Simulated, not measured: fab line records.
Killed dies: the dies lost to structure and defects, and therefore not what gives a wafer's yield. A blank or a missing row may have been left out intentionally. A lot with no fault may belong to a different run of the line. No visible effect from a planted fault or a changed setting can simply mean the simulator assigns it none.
The tool behind it: which one? + flow nand_harc + Sampling: 12 lots, 36 wafers, 4 of 1302 route steps

== WHAT EACH GAUGE READ, for each wafer ==
Not one reading of a measure or inspect step in the record can be checked against a usual standard deviation.

== EACH LOT AND THE TOOL THAT RAN IT (in order: tool; ch and the chambers of the sampled wafers; start) ==
| lot  | NHARC_A_CONTACT_ETCH_134             | NHARC_A_CONTACT_ETCH_137             | NHARC_A_CONTACT_ETCH_98                       | NHARC_A_CONTACT_CMP_20        |
|------|--------------------------------------|--------------------------------------|-----------------------------------------------|-------------------------------|
| L892 | har_cap_etch-03 ch 0,1, day 22 16:56 | har_cap_etch-03 ch 0,1, day 22 17:43 | rie_diel-04 ch 0,1,3, day 22 21:04 or earlier | cmp-03 ch 0,1,3, day 22 21:04 |
| L891 | har_cap_etch-02 ch 0,1, day 23 01:04 | har_cap_etch-02 ch 0,1, day 23 02:03 | rie_diel-07 ch 1,2,3, day 23 03:35            | cmp-03 ch 2,3, day 23 05:50   |
| L895 | har_cap_etch-03 ch 0,1, day 24 07:47 | har_cap_etch-03 ch 0,1, day 24 08:34 | rie_diel-07 ch 0,2,3, day 24 11:51 or earlier | cmp-02 ch 0,2,3, day 24 11:51 |
| L897 | har_cap_etch-01 ch 0,1, day 24 20:58 | har_cap_etch-01 ch 0,1, day 24 21:41 | rie_diel-07 ch 0,3, day 25 01:12 or earlier   | cmp-02 ch 0,1, day 25 01:12   |
| L899 | har_cap_etch-03 ch 1, day 26 00:50   | har_cap_etch-03 ch 1, day 26 01:35   | rie_diel-11 ch 0,1, day 26 05:04 or earlier   | cmp-02 ch 0,1,2, day 26 05:04 |
| L904 | har_cap_etch-01 ch 0,1, day 28 01:42 | har_cap_etch-01 ch 0,1, day 28 02:27 | rie_diel-04 ch 0,1,2, day 28 05:51 or earlier | cmp-03 ch 0,1,2, day 28 05:51 |
| L905 | har_cap_etch-02 ch 0,1, day 28 16:17 | har_cap_etch-02 ch 0,1, day 28 17:04 | rie_diel-07 ch 1,2,3, day 28 23:43 or earlier | cmp-02 ch 0,3, day 28 23:43   |
| L907 | har_cap_etch-02 ch 0,1, day 28 21:35 | har_cap_etch-02 ch 0,1, day 28 22:19 | rie_diel-07 ch 1,2,3, day 29 01:41 or earlier | cmp-03 ch 0,1,2, day 29 01:41 |
| L908 | har_cap_etch-03 ch 0,1, day 29 17:58 | har_cap_etch-03 ch 0,1, day 29 18:43 | rie_diel-04 ch 0,1,2, day 29 22:05 or earlier | cmp-02 ch 0,1,2, day 29 22:05 |
| L910 | har_cap_etch-02 ch 0,1, day 30 00:01 | har_cap_etch-02 ch 0,1, day 30 00:46 | rie_diel-11 ch 0,1,2, day 30 04:07 or earlier | cmp-02 ch 2,3, day 30 04:07   |
| L911 | har_cap_etch-01 ch 0,1, day 30 15:35 | har_cap_etch-01 ch 0,1, day 30 16:21 | rie_diel-11 ch 1,2, day 30 19:50 or earlier   | cmp-02 ch 1,3, day 30 19:50   |
| L914 | har_cap_etch-01 ch 0,1, day 32 16:23 | har_cap_etch-01 ch 0,1, day 32 17:07 | rie_diel-07 ch 0,3, day 32 20:32 or earlier   | cmp-02 ch 1,2,3, day 32 20:32 |
- NHARC_A_CONTACT_ETCH_134: etches the open film in C4F8/O2/Ar, time 140 s, target depth 700 nm.
- NHARC_A_CONTACT_ETCH_137: etches the open film in C4F8/O2/Ar, time 311 s, target depth 1912 nm.
- NHARC_A_CONTACT_ETCH_98: etches the open film in C4F6/O2, target depth 20 nm, time 10 s.
- NHARC_A_CONTACT_CMP_20: polishes, t overpolish 30 s, target thk 300 nm.

== AS READ BY THE TOOLS THEMSELVES (means over the sampled wafers that have a number; for cases with no such wafer, the mark the record gives instead) ==
NHARC_A_CONTACT_ETCH_98. Usual: drypump_motor_current_A 5.5 A, standard deviation 0.46; o2_flow_sccm 20.00 sccm, standard deviation 0.061; oes_product_au 0.952 a.u., standard deviation 0.021; rf_vpp_V 548.0 V, standard deviation 2.7; showerhead_plenum_p_Torr 3.98 Torr, standard deviation 0.14; throttle_valve_pct 26.902 %, standard deviation 0.0093.
| lot  | tool        | drypump_motor_current_A (A) | o2_flow_sccm (sccm) | oes_product_au (a.u.) | rf_vpp_V (V) | showerhead_plenum_p_Torr (Torr) | throttle_valve_pct (%) | flag |
|------|-------------|-----------------------------|---------------------|-----------------------|--------------|---------------------------------|------------------------|------|
| L892 | rie_diel-04 | 5.6                         | 20.02               | 0.966                 | 548.8        | 4.01                            | 26.901                 |      |
| L891 | rie_diel-07 | 5.8                         | 19.98               | 0.951                 | 548.9        | 4.03                            | 26.900                 |      |
| L895 | rie_diel-07 | 5.4                         | 20.09               | 0.942                 | 547.8        | 3.95                            | 26.912                 |      |
| L897 | rie_diel-07 | 5.6                         | 20.02               | 0.968                 | 548.6        | 3.99                            | 26.913                 |      |
| L899 | rie_diel-11 | 5.7                         | 20.00               | 0.957                 | 542.5        | 3.70                            | 26.899                 |      |
| L904 | rie_diel-04 | 5.7                         | 20.00               | 0.940                 | 548.3        | 4.05                            | 26.902                 |      |
| L905 | rie_diel-07 | 5.7                         | 19.99               | 0.949                 | 548.4        | 4.01                            | 26.902                 |      |
| L907 | rie_diel-07 | 5.8                         | 20.00               | 0.936                 | 549.9        | 4.01                            | 26.897                 |      |
| L908 | rie_diel-04 | 5.7                         | 19.97               | 0.931                 | 549.9        | 4.04                            | 26.902                 |      |
| L910 | rie_diel-11 | 5.8                         | 19.98               | 0.956                 | 546.1        | 3.90                            | 26.895                 |      |
| L911 | rie_diel-11 | 5.9                         | 19.99               | 0.961                 | 542.8        | 3.73                            | 26.897                 |      |
| L914 | rie_diel-07 | 5.5                         | 19.98               | 0.932                 | 548.6        | 3.97                            | 26.895                 |      |

NHARC_A_CONTACT_CMP_20. Usual: edge_zone_pressure_frac 1.000, standard deviation 0.0047; motor_current_A 12.3 A, standard deviation 1.5; overpolish_run_s 30.000 s, standard deviation 0.009; slurry_flow_ml_min 149.9, standard deviation 0.49; time_to_endpoint_s 60 s, standard deviation 3.1.
| lot  | tool   | edge_zone_pressure_frac | motor_current_A (A) | overpolish_run_s (s) | slurry_flow_ml_min | time_to_endpoint_s (s) | flag |
|------|--------|-------------------------|---------------------|----------------------|--------------------|------------------------|------|
| L892 | cmp-03 | 1.002                   | 11.3                | 30.007               | 150.3              | 57                     |      |
| L891 | cmp-03 | 1.001                   | 11.2                | 29.996               | 150.0              | 57                     |      |
| L895 | cmp-02 | 0.999                   | 13.0                | 29.996               | 149.6              | 59                     |      |
| L897 | cmp-02 | 1.002                   | 12.8                | 30.001               | 149.6              | 33                     | OFF  |
| L899 | cmp-02 | 0.999                   | 12.5                | 29.999               | 150.2              | 34                     | OFF  |
| L904 | cmp-03 | 0.999                   | 10.7                | 30.002               | 149.4              | 58                     |      |
| L905 | cmp-02 | 0.998                   | 14.3                | 29.999               | 149.7              | 66                     |      |
| L907 | cmp-03 | 1.001                   | 10.7                | 30.000               | 150.4              | 62                     |      |
| L908 | cmp-02 | 0.999                   | 12.7                | 29.996               | 149.8              | 60                     |      |
| L910 | cmp-02 | 0.997                   | 11.6                | 29.996               | 150.3              | 57                     |      |
| L911 | cmp-02 | 0.994                   | 11.3                | 29.999               | 150.1              | 63                     |      |
| L914 | cmp-02 | 0.998                   | 11.4                | 29.992               | 150.0              | 60                     |      |

== THE ANSWER, worked out from the rows above alone ==
Rule: a lot counts as off when the mean over its wafers that have a number is more than 3 standard deviations away from the usual mean. Also off: a lot with no number at a reading for which 4 or more lots have one. Where the step has rows for the other lots, those lots are counted as sound. Order of review: gauges by route order, followed by the tools' own readings, for which a lot's mean as printed above is used. At the first step where some lot is off, the reading lying furthest off is the one used; lots without a number count as furthest.
Off: L897, L899, at NHARC_A_CONTACT_CMP_20 (time_to_endpoint_s).
A tool fits if, at that step or a process step before it, it ran every lot that is off, and no sound lot after the first of them. NHARC_A_CONTACT_ETCH_98 gives no start for some lots, so the hours and the order of its lots are those of NHARC_A_CONTACT_CMP_20. None of those tried fits.

== WHAT THE SIMULATOR HAD INSERTED ==
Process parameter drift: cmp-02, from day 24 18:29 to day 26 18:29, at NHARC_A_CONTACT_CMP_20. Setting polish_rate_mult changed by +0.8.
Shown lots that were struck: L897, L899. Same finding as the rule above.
